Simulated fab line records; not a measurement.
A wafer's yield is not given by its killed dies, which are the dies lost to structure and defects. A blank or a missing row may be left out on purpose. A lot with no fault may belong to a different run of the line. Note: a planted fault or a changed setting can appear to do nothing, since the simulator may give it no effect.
fab line records / flow n5Finfet
record lots=6 wafers=16 lastDay=17
route steps=1938 shown BEOL_M12@1641 PASSIVATION@1936
lots that met no fault: taken from a fault-free run of the same line
startH: hours from the record's first day to the start of the lot's first wafer shown / waitH: how many hours have passed since the lot's step before this one / " same as the row above / L1.1+2: one row covering several wafers at once / - no value present, or no start provided / * or withheld: withheld / < > ~ a bound
route shown NAME@n: NAME is a module with steps in the file, n the number in the route of the first one / usual: mean/standard deviation taken from wafers without a fault / same: alike in all rows / chamber/n: place in a boat / sites: per-site readings / _std_site: standard deviation across them / _edge_site: mean of outer sites minus mean of inner sites / radiusMm: for every site, how far away it sits from the centre of the wafer / mask NAME#n: copy n / behind: tool/chamber where the wafer was last shaped / hold: the reason the lot was held/the length of the hold in hours/how it ended / device: transistor that didn't switch, given as n, p or np / end of line: the route-end tests of the same wafers / where a step has no rows: the recipe by itself / killed: not the wafer's yield, but the dies lost to structure and defects at the first sort / map: dies across one wafer; x = killed, . = not, _ = none there
set.NAME: the setting the step ran with; set.NAME@STEP: the setting that earlier step ran with / model.NAME: the simulator's own value behind a step, which no gauge read
certain route steps with their lots: each step a table, each wafer a row
services: the hour from which a tool's chamber was out of use, counted from the record's first day as startH (under 0 if before that day), plus the number of hours and why
## steps
# step N5_BEOL_M12_OCD_MEAS_35
# usual trenchDepthNm=320/3.9
lot.wafer=L661.2 tool=ocd-02 chamber=- startH=244.41 waitH=0.0 trenchDepthNm=321
lot.wafer=L661.4 tool=ocd-02 chamber=- startH=244.41 waitH=0.0 trenchDepthNm=319
lot.wafer=L661.5 tool=ocd-02 chamber=- startH=244.41 waitH=0.0 trenchDepthNm=316
lot.wafer=L665.3 tool=ocd-02 chamber=- startH=286.51 waitH=0.0 trenchDepthNm=323
lot.wafer=L665.4 tool=ocd-02 chamber=- startH=286.51 waitH=0.0 trenchDepthNm=321
lot.wafer=L665.5 tool=ocd-02 chamber=- startH=286.51 waitH=0.0 trenchDepthNm=321
lot.wafer=L666.3 tool=ocd-02 chamber=- startH=296.36 waitH=0.0 trenchDepthNm=319
lot.wafer=L666.5 tool=ocd-02 chamber=- startH=296.36 waitH=0.0 trenchDepthNm=313
lot.wafer=L666.6 tool=ocd-02 chamber=- startH=296.36 waitH=0.0 trenchDepthNm=321
lot.wafer=L670.1 tool=ocd-02 chamber=- startH=317.75 waitH=0.0 trenchDepthNm=329
lot.wafer=L670.3 tool=ocd-02 chamber=- startH=317.75 waitH=0.0 trenchDepthNm=320
lot.wafer=L670.5 tool=ocd-02 chamber=- startH=317.75 waitH=0.0 trenchDepthNm=322
lot.wafer=L676.1 tool=ocd-01 chamber=- startH=355.21 waitH=0.0 trenchDepthNm=316
lot.wafer=L676.5 tool=ocd-01 chamber=- startH=355.21 waitH=0.0 trenchDepthNm=321
lot.wafer=L678.5 tool=ocd-02 chamber=- startH=371.70 waitH=0.0 trenchDepthNm=324
lot.wafer=L678.6 tool=ocd-02 chamber=- startH=371.70 waitH=0.0 trenchDepthNm=314
# step N5_BEOL_M12_STRIP_37
# recipe chemistry=N2/H2 powerW=1000 tempC=250 h2Frac=0.65 overashFraction=0.3 pressureMtorr=withheld n2FlowSccm=1750 h2FlowSccm=3250
# step N5_BEOL_M12_ETCH_38
# recipe chemistry=CF4/N2 target=SiCN targetDepthA=687 taperDeg=2 timeS=73.4 ionEnergyEv=150 maskMaterial=SiO2 pressureMtorr=40 sourceW=430 biasW=70 Ar_flow_sccm=100 cf4FlowSccm=60 n2FlowSccm=60
# usual cf4FlowSccm=59.99/0.18 drypumpMotorCurrentA=5.6/0.38 n2FlowSccm=59.97/0.18 oesProductAu=0.78/0.077 rfVppV=382.7/1.6 showerheadPlenumPTorr=2.22/0.057 throttleValvePct=15.31/0.17
lot.wafer=L661.2 tool=rieDiel-03 chamber=2 startH=244.53 waitH=- cf4FlowSccm=60.06 drypumpMotorCurrentA=5.2 n2FlowSccm=59.90 oesProductAu=0.76 rfHoursCounterH=190 rfVppV=382.0 showerheadPlenumPTorr=2.19 throttleValvePct=15.36
lot.wafer=L661.4 tool=rieDiel-03 chamber=3 startH=244.53 waitH=- cf4FlowSccm=60.00 drypumpMotorCurrentA=5.9 n2FlowSccm=59.77 oesProductAu=0.93 rfHoursCounterH=12 rfVppV=384.1 showerheadPlenumPTorr=2.26 throttleValvePct=15.09
lot.wafer=L661.5 tool=rieDiel-03 chamber=0 startH=244.53 waitH=- cf4FlowSccm=59.85 drypumpMotorCurrentA=5.3 n2FlowSccm=59.96 oesProductAu=0.78 rfHoursCounterH=- rfVppV=384.0 showerheadPlenumPTorr=2.30 throttleValvePct=15.23
lot.wafer=L665.3 tool=rieDiel-04 chamber=2 startH=287.82 waitH=- cf4FlowSccm=59.80 drypumpMotorCurrentA=6.1 n2FlowSccm=59.74 oesProductAu=0.91 rfHoursCounterH=19 rfVppV=382.4 showerheadPlenumPTorr=2.16 throttleValvePct=14.97
lot.wafer=L665.4 tool=rieDiel-04 chamber=2 startH=287.82 waitH=- cf4FlowSccm=59.68 drypumpMotorCurrentA=6.1 n2FlowSccm=59.94 oesProductAu=0.90 rfHoursCounterH=- rfVppV=380.6 showerheadPlenumPTorr=2.16 throttleValvePct=14.96
lot.wafer=L665.5 tool=rieDiel-04 chamber=3 startH=287.82 waitH=- cf4FlowSccm=60.24 drypumpMotorCurrentA=5.9 n2FlowSccm=59.79 oesProductAu=0.69 rfHoursCounterH=- rfVppV=383.5 showerheadPlenumPTorr=2.25 throttleValvePct=15.51
lot.wafer=L666.3 tool=rieDiel-01 chamber=2 startH=297.13 waitH=- cf4FlowSccm=60.07 drypumpMotorCurrentA=4.8 n2FlowSccm=60.11 oesProductAu=0.68 rfHoursCounterH=228 rfVppV=379.0 showerheadPlenumPTorr=2.10 throttleValvePct=15.65
lot.wafer=L666.5 tool=rieDiel-01 chamber=3 startH=297.13 waitH=- cf4FlowSccm=60.23 drypumpMotorCurrentA=6.2 n2FlowSccm=59.86 oesProductAu=0.79 rfHoursCounterH=- rfVppV=385.5 showerheadPlenumPTorr=2.33 throttleValvePct=15.35
lot.wafer=L666.6 tool=rieDiel-01 chamber=0 startH=297.13 waitH=- cf4FlowSccm=59.97 drypumpMotorCurrentA=5.8 n2FlowSccm=60.03 oesProductAu=0.71 rfHoursCounterH=- rfVppV=381.9 showerheadPlenumPTorr=2.18 throttleValvePct=15.43
lot.wafer=L670.1 tool=rieDiel-03 chamber=3 startH=318.24 waitH=- cf4FlowSccm=59.90 drypumpMotorCurrentA=5.9 n2FlowSccm=59.90 oesProductAu=0.89 rfHoursCounterH=35 rfVppV=382.6 showerheadPlenumPTorr=2.25 throttleValvePct=15.15
lot.wafer=L670.3 tool=rieDiel-03 chamber=2 startH=318.24 waitH=- cf4FlowSccm=60.15 drypumpMotorCurrentA=5.2 n2FlowSccm=59.90 oesProductAu=0.74 rfHoursCounterH=217 rfVppV=381.3 showerheadPlenumPTorr=2.18 throttleValvePct=15.42
lot.wafer=L670.5 tool=rieDiel-03 chamber=3 startH=318.24 waitH=- cf4FlowSccm=59.82 drypumpMotorCurrentA=5.9 n2FlowSccm=60.38 oesProductAu=0.88 rfHoursCounterH=- rfVppV=383.6 showerheadPlenumPTorr=2.25 throttleValvePct=15.15
lot.wafer=L676.1 tool=rieDiel-03 chamber=3 startH=356.06 waitH=- cf4FlowSccm=60.27 drypumpMotorCurrentA=5.9 n2FlowSccm=59.76 oesProductAu=0.85 rfHoursCounterH=53 rfVppV=383.5 showerheadPlenumPTorr=2.25 throttleValvePct=15.19
lot.wafer=L676.5 tool=rieDiel-03 chamber=0 startH=356.06 waitH=- cf4FlowSccm=60.11 drypumpMotorCurrentA=5.3 n2FlowSccm=59.71 oesProductAu=0.75 rfHoursCounterH=- rfVppV=384.4 showerheadPlenumPTorr=2.28 throttleValvePct=15.32
lot.wafer=L678.5 tool=rieDiel-03 chamber=3 startH=373.56 waitH=- cf4FlowSccm=60.19 drypumpMotorCurrentA=5.9 n2FlowSccm=59.78 oesProductAu=0.84 rfHoursCounterH=- rfVppV=383.5 showerheadPlenumPTorr=2.24 throttleValvePct=15.19
lot.wafer=L678.6 tool=rieDiel-03 chamber=0 startH=373.56 waitH=- cf4FlowSccm=59.97 drypumpMotorCurrentA=5.3 n2FlowSccm=60.18 oesProductAu=0.74 rfHoursCounterH=- rfVppV=384.2 showerheadPlenumPTorr=2.28 throttleValvePct=15.33
# step N5_BEOL_M12_PRECLEAN_39
# recipe chemistry=residueRemover timeS=60 tempC=40
# step N5_BEOL_M12_SRD_40
# recipe timeS=30 tempC=23 rinseLiquid=diw dry=n2Spin spinRpm=1500 dryTimeS=30
# step N5_BEOL_M12_DEGAS_41
# recipe ambient=vacuum tempC=250 timeS=60
# usual heaterPowerW=337/32
lot.wafer=L661.2 tool=pvdSputter-03 chamber=- startH=246.68 waitH=2.0 heaterPowerW=403
lot.wafer=L661.4 tool=pvdSputter-03 chamber=- startH=246.68 waitH=2.0 heaterPowerW=324
lot.wafer=L661.5 tool=pvdSputter-03 chamber=- startH=246.68 waitH=2.0 heaterPowerW=398
lot.wafer=L665.3 tool=pvdSputter-02 chamber=- startH=288.32 waitH=0.3 heaterPowerW=315
lot.wafer=L665.4 tool=pvdSputter-02 chamber=- startH=288.32 waitH=0.3 heaterPowerW=364
lot.wafer=L665.5 tool=pvdSputter-02 chamber=- startH=288.32 waitH=0.3 heaterPowerW=305
lot.wafer=L666.3 tool=pvdSputter-02 chamber=- startH=298.01 waitH=0.7 heaterPowerW=314
lot.wafer=L666.5 tool=pvdSputter-02 chamber=- startH=298.01 waitH=0.7 heaterPowerW=318
lot.wafer=L666.6 tool=pvdSputter-02 chamber=- startH=298.01 waitH=0.7 heaterPowerW=313
lot.wafer=L670.1 tool=pvdSputter-02 chamber=- startH=318.71 waitH=0.3 heaterPowerW=364
lot.wafer=L670.3 tool=pvdSputter-02 chamber=- startH=318.71 waitH=0.3 heaterPowerW=307
lot.wafer=L670.5 tool=pvdSputter-02 chamber=- startH=318.71 waitH=0.3 heaterPowerW=316
lot.wafer=L676.1 tool=pvdSputter-02 chamber=- startH=356.54 waitH=0.3 heaterPowerW=339
lot.wafer=L676.5 tool=pvdSputter-02 chamber=- startH=356.54 waitH=0.3 heaterPowerW=312
lot.wafer=L678.5 tool=pvdSputter-02 chamber=- startH=373.73 waitH=0.1 heaterPowerW=310
lot.wafer=L678.6 tool=pvdSputter-02 chamber=- startH=373.73 waitH=0.1 heaterPowerW=364
# step N5_BEOL_M12_PRE_CLEAN_42
# recipe gas=H2/He timeS=30 tempC=250
# usual heaterPowerW=337/33
lot.wafer=L661.2 tool=pvdSputter-03 chamber=- startH=246.72 waitH=0.0 heaterPowerW=409
lot.wafer=L661.4 tool=pvdSputter-03 chamber=- startH=246.72 waitH=0.0 heaterPowerW=319
lot.wafer=L661.5 tool=pvdSputter-03 chamber=- startH=246.72 waitH=0.0 heaterPowerW=389
lot.wafer=L665.3 tool=pvdSputter-02 chamber=- startH=288.36 waitH=0.0 heaterPowerW=312
lot.wafer=L665.4 tool=pvdSputter-02 chamber=- startH=288.36 waitH=0.0 heaterPowerW=362
lot.wafer=L665.5 tool=pvdSputter-02 chamber=- startH=288.36 waitH=0.0 heaterPowerW=308
lot.wafer=L666.3 tool=pvdSputter-02 chamber=- startH=298.05 waitH=0.0 heaterPowerW=314
lot.wafer=L666.5 tool=pvdSputter-02 chamber=- startH=298.05 waitH=0.0 heaterPowerW=316
lot.wafer=L666.6 tool=pvdSputter-02 chamber=- startH=298.05 waitH=0.0 heaterPowerW=306
lot.wafer=L670.1 tool=pvdSputter-02 chamber=- startH=318.75 waitH=0.0 heaterPowerW=367
lot.wafer=L670.3 tool=pvdSputter-02 chamber=- startH=318.75 waitH=0.0 heaterPowerW=319
lot.wafer=L670.5 tool=pvdSputter-02 chamber=- startH=318.75 waitH=0.0 heaterPowerW=306
lot.wafer=L676.1 tool=pvdSputter-02 chamber=- startH=356.58 waitH=0.0 heaterPowerW=335
lot.wafer=L676.5 tool=pvdSputter-02 chamber=- startH=356.58 waitH=0.0 heaterPowerW=307
lot.wafer=L678.5 tool=pvdSputter-02 chamber=- startH=373.77 waitH=0.0 heaterPowerW=315
lot.wafer=L678.6 tool=pvdSputter-02 chamber=- startH=373.77 waitH=0.0 heaterPowerW=357
# step N5_BEOL_M12_SPUTTER_43
# recipe material=TaN targetThkA=150 tempC=50 biasV=168.6 powerW=15000 chamberPressurePa=0.12 timeS=24.19
# step N5_BEOL_M12_SPUTTER_44
# recipe material=Ta targetThkA=100 tempC=50 biasV=80 powerW=15000 chamberPressurePa=0.07 timeS=16.13
# step N5_BEOL_M12_SPUTTER_45
# recipe material=Cu targetThkA=800 tempC=-20 biasV=60 powerW=26000 chamberPressurePa=0.13 timeS=13.33
# usual throttleValvePct=30.2/1.3
lot.wafer=L661.2 tool=pvdSputter-03 chamber=- startH=246.92 waitH=0.0 throttleValvePct=32.4
lot.wafer=L661.4 tool=pvdSputter-03 chamber=- startH=246.92 waitH=0.0 throttleValvePct=30.3
lot.wafer=L661.5 tool=pvdSputter-03 chamber=- startH=246.92 waitH=0.0 throttleValvePct=28.6
lot.wafer=L665.3 tool=pvdSputter-02 chamber=- startH=288.56 waitH=0.0 throttleValvePct=31.5
lot.wafer=L665.4 tool=pvdSputter-02 chamber=- startH=288.56 waitH=0.0 throttleValvePct=30.0
lot.wafer=L665.5 tool=pvdSputter-02 chamber=- startH=288.56 waitH=0.0 throttleValvePct=31.6
lot.wafer=L666.3 tool=pvdSputter-02 chamber=- startH=298.25 waitH=0.0 throttleValvePct=31.6
lot.wafer=L666.5 tool=pvdSputter-02 chamber=- startH=298.25 waitH=0.0 throttleValvePct=31.3
lot.wafer=L666.6 tool=pvdSputter-02 chamber=- startH=298.25 waitH=0.0 throttleValvePct=31.4
lot.wafer=L670.1 tool=pvdSputter-02 chamber=- startH=318.95 waitH=0.0 throttleValvePct=29.6
lot.wafer=L670.3 tool=pvdSputter-02 chamber=- startH=318.95 waitH=0.0 throttleValvePct=31.3
lot.wafer=L670.5 tool=pvdSputter-02 chamber=- startH=318.95 waitH=0.0 throttleValvePct=31.7
lot.wafer=L676.1 tool=pvdSputter-02 chamber=- startH=356.78 waitH=0.0 throttleValvePct=28.1
lot.wafer=L676.5 tool=pvdSputter-02 chamber=- startH=356.78 waitH=0.0 throttleValvePct=31.0
lot.wafer=L678.5 tool=pvdSputter-02 chamber=- startH=373.99 waitH=0.0 throttleValvePct=31.2
lot.wafer=L678.6 tool=pvdSputter-02 chamber=- startH=373.99 waitH=0.0 throttleValvePct=30.0
# step N5_BEOL_M12_ECD_47
# recipe material=Cu targetThkA=7200
# step N5_BEOL_M12_ANNEAL_48
# recipe tempC=225 timeS=90 ambient=N2
# usual wafer_temp_C_max=225.9/0.36
lot.wafer=L661.2 tool=rtpAnneal-01 chamber=0 startH=247.24 waitH=0.1 wafer_temp_C_max=226.5
lot.wafer=L661.4 tool=rtpAnneal-01 chamber=0 startH=247.24 waitH=0.1 wafer_temp_C_max=226.3
lot.wafer=L661.5 tool=rtpAnneal-01 chamber=0 startH=247.24 waitH=0.1 wafer_temp_C_max=226.0
lot.wafer=L665.3 tool=rtpAnneal-01 chamber=0 startH=288.91 waitH=0.2 wafer_temp_C_max=226.2
lot.wafer=L665.4 tool=rtpAnneal-01 chamber=0 startH=288.91 waitH=0.2 wafer_temp_C_max=226.3
lot.wafer=L665.5 tool=rtpAnneal-01 chamber=0 startH=288.91 waitH=0.2 wafer_temp_C_max=226.1
lot.wafer=L666.3 tool=rtpAnneal-01 chamber=0 startH=298.87 waitH=0.4 wafer_temp_C_max=225.9
lot.wafer=L666.5 tool=rtpAnneal-01 chamber=0 startH=298.87 waitH=0.4 wafer_temp_C_max=226.5
lot.wafer=L666.6 tool=rtpAnneal-01 chamber=0 startH=298.87 waitH=0.4 wafer_temp_C_max=226.2
lot.wafer=L670.1 tool=rtpAnneal-02 chamber=0 startH=319.21 waitH=0.1 wafer_temp_C_max=225.8
lot.wafer=L670.3 tool=rtpAnneal-02 chamber=0 startH=319.21 waitH=0.1 wafer_temp_C_max=225.7
lot.wafer=L670.5 tool=rtpAnneal-02 chamber=0 startH=319.21 waitH=0.1 wafer_temp_C_max=225.4
lot.wafer=L676.1 tool=rtpAnneal-01 chamber=0 startH=357.04 waitH=0.1 wafer_temp_C_max=226.4
lot.wafer=L676.5 tool=rtpAnneal-01 chamber=0 startH=357.04 waitH=0.1 wafer_temp_C_max=226.7
lot.wafer=L678.5 tool=rtpAnneal-02 chamber=0 startH=374.52 waitH=0.3 wafer_temp_C_max=225.6
lot.wafer=L678.6 tool=rtpAnneal-02 chamber=0 startH=374.52 waitH=0.3 wafer_temp_C_max=225.3
# step N5_BEOL_M12_CMP_49
# recipe stopOn=SiOC tOverpolishS=20.6 downForcePsi=1 platenRpm=50 clearingPlatenDownForcePsi=1.5 clearingPlatenRpm=50 postCmpClean=cuAlkaline targetThkNm=320 clearingPlatenPadVelocityMS=0.99484 padVelocityMS=0.99484
# usual barrierFieldEndpointS=30.1/0.69 motorCurrentA=5.8/0.47 overpolishRunS=20.600/0.009
lot.wafer=L661.2 tool=cmp-01 chamber=1 startH=247.58 waitH=0.3 barrierFieldEndpointS=30.7 motorCurrentA=6.0 overpolishRunS=20.604 model.Cu_of_BEOL_M12_ECD_47.thkNm=322.4
lot.wafer=L661.4 tool=cmp-01 chamber=2 startH=247.58 waitH=0.3 barrierFieldEndpointS=31.0 motorCurrentA=5.7 overpolishRunS=20.602 model.Cu_of_BEOL_M12_ECD_47.thkNm=323.4
lot.wafer=L661.5 tool=cmp-01 chamber=0 startH=247.58 waitH=0.3 barrierFieldEndpointS=29.3 motorCurrentA=5.7 overpolishRunS=20.610 model.Cu_of_BEOL_M12_ECD_47.thkNm=317.6
lot.wafer=L665.3 tool=cmp-02 chamber=0 startH=289.15 waitH=0.2 barrierFieldEndpointS=29.3 motorCurrentA=5.5 overpolishRunS=20.601 model.Cu_of_BEOL_M12_ECD_47.thkNm=322.8
lot.wafer=L665.4 tool=cmp-02 chamber=1 startH=289.15 waitH=0.2 barrierFieldEndpointS=30.5 motorCurrentA=5.5 overpolishRunS=20.585 model.Cu_of_BEOL_M12_ECD_47.thkNm=323.2
lot.wafer=L665.5 tool=cmp-02 chamber=3 startH=289.15 waitH=0.2 barrierFieldEndpointS=30.5 motorCurrentA=6.4 overpolishRunS=20.608 model.Cu_of_BEOL_M12_ECD_47.thkNm=322.4
lot.wafer=L666.3 tool=cmp-04 chamber=2 startH=299.69 waitH=0.6 barrierFieldEndpointS=30.0 motorCurrentA=5.9 overpolishRunS=20.608 model.Cu_of_BEOL_M12_ECD_47.thkNm=319.2
lot.wafer=L666.5 tool=cmp-04 chamber=0 startH=299.69 waitH=0.6 barrierFieldEndpointS=30.7 motorCurrentA=5.9 overpolishRunS=20.609 model.Cu_of_BEOL_M12_ECD_47.thkNm=315.2
lot.wafer=L666.6 tool=cmp-04 chamber=1 startH=299.69 waitH=0.6 barrierFieldEndpointS=30.9 motorCurrentA=7.0 overpolishRunS=20.589 model.Cu_of_BEOL_M12_ECD_47.thkNm=322.6
lot.wafer=L670.1 tool=cmp-01 chamber=3 startH=319.51 waitH=0.3 barrierFieldEndpointS=30.1 motorCurrentA=6.1 overpolishRunS=20.605 model.Cu_of_BEOL_M12_ECD_47.thkNm=331
lot.wafer=L670.3 tool=cmp-01 chamber=2 startH=319.51 waitH=0.3 barrierFieldEndpointS=31.4 motorCurrentA=5.6 overpolishRunS=20.584 model.Cu_of_BEOL_M12_ECD_47.thkNm=322.8
lot.wafer=L670.5 tool=cmp-01 chamber=0 startH=319.51 waitH=0.3 barrierFieldEndpointS=30.3 motorCurrentA=5.5 overpolishRunS=20.611 model.Cu_of_BEOL_M12_ECD_47.thkNm=323.2
lot.wafer=L676.1 tool=cmp-04 chamber=1 startH=357.41 waitH=0.3 barrierFieldEndpointS=17.1 motorCurrentA=6.7 overpolishRunS=20.619 model.Cu_of_BEOL_M12_ECD_47.thkNm=313.6
lot.wafer=L676.5 tool=cmp-04 chamber=3 startH=357.41 waitH=0.3 barrierFieldEndpointS=16.4 motorCurrentA=5.5 overpolishRunS=20.594 model.Cu_of_BEOL_M12_ECD_47.thkNm=316
lot.wafer=L678.5 tool=cmp-04 chamber=1 startH=374.79 waitH=0.2 barrierFieldEndpointS=17.2 motorCurrentA=7.0 overpolishRunS=20.602 model.Cu_of_BEOL_M12_ECD_47.thkNm=319.8
lot.wafer=L678.6 tool=cmp-04 chamber=2 startH=374.79 waitH=0.2 barrierFieldEndpointS=29.2 motorCurrentA=5.8 overpolishRunS=20.594 model.Cu_of_BEOL_M12_ECD_47.thkNm=314
# step N5_PASSIVATION_PROBE_49
# usual defectLimitedYield=91.4/1.4 killed_at_M0_to_M3=31/10 killed_at_M4_up=14/5.6 killedAtContacts=13/6.3 killedAtFrontEnd=39/10 killedAtOther=4/3.1 killedDies=101/16 killedOpen=65/13 killedShort=34/7.2 sort_bin_5_function=5.1/0.88 sort_bin_6_memory=3.2/0.66 sortNPass=1079/16 sortYieldPct=91.4/1.4
# same grossDies=1180 killedAtBackSide=0 sort_bin_4_leakage[%]=0 sort_bin_8_speed[%]=0
lot.wafer=L670.1 tool=prober-02 chamber=- startH=356.01 waitH=0.0 defectLimitedYield[%]=89.2 killed_at_M0_to_M3=48 killed_at_M4_up=22 killedAtContacts=11 killedAtFrontEnd=46 killedAtOther=0 killedDies=127 killedOpen=81 killedShort=41 sort_bin_5_function[%]=5.8 sort_bin_6_memory[%]=4.6 sortNPass=1053 sortYieldPct[%]=89.2
lot.wafer=L670.3 tool=prober-02 chamber=- startH=356.11 waitH=0.1 defectLimitedYield[%]=91.4 killed_at_M0_to_M3=24 killed_at_M4_up=21 killedAtContacts=8 killedAtFrontEnd=45 killedAtOther=4 killedDies=102 killedOpen=59 killedShort=38 sort_bin_5_function[%]=5.3 sort_bin_6_memory[%]=3.2 sortNPass=1078 sortYieldPct[%]=91.4
lot.wafer=L670.5 tool=prober-02 chamber=- startH=356.21 waitH=0.2 defectLimitedYield[%]=90.5 killed_at_M0_to_M3=27 killed_at_M4_up=15 killedAtContacts=11 killedAtFrontEnd=53 killedAtOther=6 killedDies=112 killedOpen=75 killedShort=34 sort_bin_5_function[%]=5.2 sort_bin_6_memory[%]=4.3 sortNPass=1068 sortYieldPct[%]=90.5
# killed by level:class
L670.1 BEOL_M0_SAQP:geometricParticle:open=17 BEOL_M0_SAQP:geometricParticle:short=11 BEOL_M4:geometricParticle:open=10 FIN_SAQP:geometricParticle:open=9 MOL_CONTACT_COAG:geometricParticle:open=8 BEOL_M2:geometricParticle:open=8 DUMMY_GATE:geometricParticle:open=7 GATE_CUT:geometricParticle:short=5
L670.3 STI_FIN_REVEAL:geometricParticle:open=8 BEOL_M0_SAQP:geometricParticle:short=7 DUMMY_GATE:geometricParticle:open=7 FIN_SAQP:geometricParticle:short=6 MOL_CONTACT_COAG:geometricParticle:open=6 BEOL_M0_SAQP:geometricParticle:open=6 BEOL_M4:geometricParticle:open=6 FIN_SAQP:geometricParticle:open=5
L670.5 DUMMY_GATE:geometricParticle:open=12 FIN_SAQP:geometricParticle:open=11 MOL_CONTACT_COAG:geometricParticle:open=11 FIN_SAQP:geometricParticle:short=9 BEOL_M2:geometricParticle:open=8 BEOL_M4:geometricParticle:open=7 BEOL_M3:geometricParticle:open=6 STARTING-WAFER:geometricParticle:open=6
## services
tool=cmp-04 chamber=- startH=220.99 hours=1.0 kind=repair
tool=cmp-01 chamber=- startH=232.31 hours=3.4 kind=repair
tool=cmp-02 chamber=- startH=250.35 hours=4.0 kind=pm
tool=cmp-04 chamber=- startH=253.81 hours=7.0 kind=pm
tool=cmp-02 chamber=- startH=254.35 hours=- kind=consumableReplace:conditioner
tool=cmp-02 chamber=- startH=258.64 hours=1.5 kind=repair
tool=rtpAnneal-01 chamber=- startH=280.92 hours=5.7 kind=pm
tool=rieDiel-04 chamber=1 startH=287.30 hours=4.7 kind=repair
tool=rieDiel-03 chamber=3 startH=291.56 hours=6.8 kind=repair
tool=rieDiel-03 chamber=- startH=293.56 hours=1.1 kind=repair
tool=rieDiel-03 chamber=0 startH=296.71 hours=5.3 kind=repair
tool=cmp-04 chamber=- startH=297.49 hours=1.3 kind=repair
tool=rieDiel-01 chamber=- startH=306.91 hours=75.6 kind=repair
tool=rieDiel-04 chamber=- startH=308.37 hours=4.3 kind=pm
tool=rieDiel-04 chamber=3 startH=321.46 hours=9.9 kind=repair
tool=cmp-04 chamber=- startH=330.03 hours=0.5 kind=repair
tool=cmp-04 chamber=- startH=335.82 hours=1.4 kind=repair
tool=cmp-01 chamber=- startH=343.23 hours=1.1 kind=repair
tool=pvdSputter-03 chamber=- startH=355.26 hours=3.1 kind=repair
tool=cmp-02 chamber=- startH=355.86 hours=17.1 kind=pm
tool=rieDiel-04 chamber=0 startH=360.70 hours=5.8 kind=repair
tool=rieDiel-04 chamber=3 startH=368.33 hours=39.2 kind=repair
tool=cmp-04 chamber=- startH=371.26 hours=2.4 kind=repair
tool=cmp-01 chamber=- startH=372.38 hours=4.0 kind=pm
## key
firstSign step=N5_BEOL_M12_CMP_49 reading=barrierFieldEndpointS direction=down sigmas=19 usual=30.1 struck=16.9
effect none on later readings
modelEffect step=N5_BEOL_M12_CMP_49 value=Cu_of_BEOL_M12_ECD_47.thkNm without=323.6 struck=316.5
metAt N5_BEOL_M12_CMP_49
struckWafers L676.1,L676.5,L678.5
onsetBetween 299.69 357.41
fault kind=processParameterDrift tool=cmp-04 chamber=- onsetH=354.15 steps=N5_BEOL_M12_CMP_49 channel=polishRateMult offset=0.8 shape=step endH=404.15 scope=struckWafersOnly
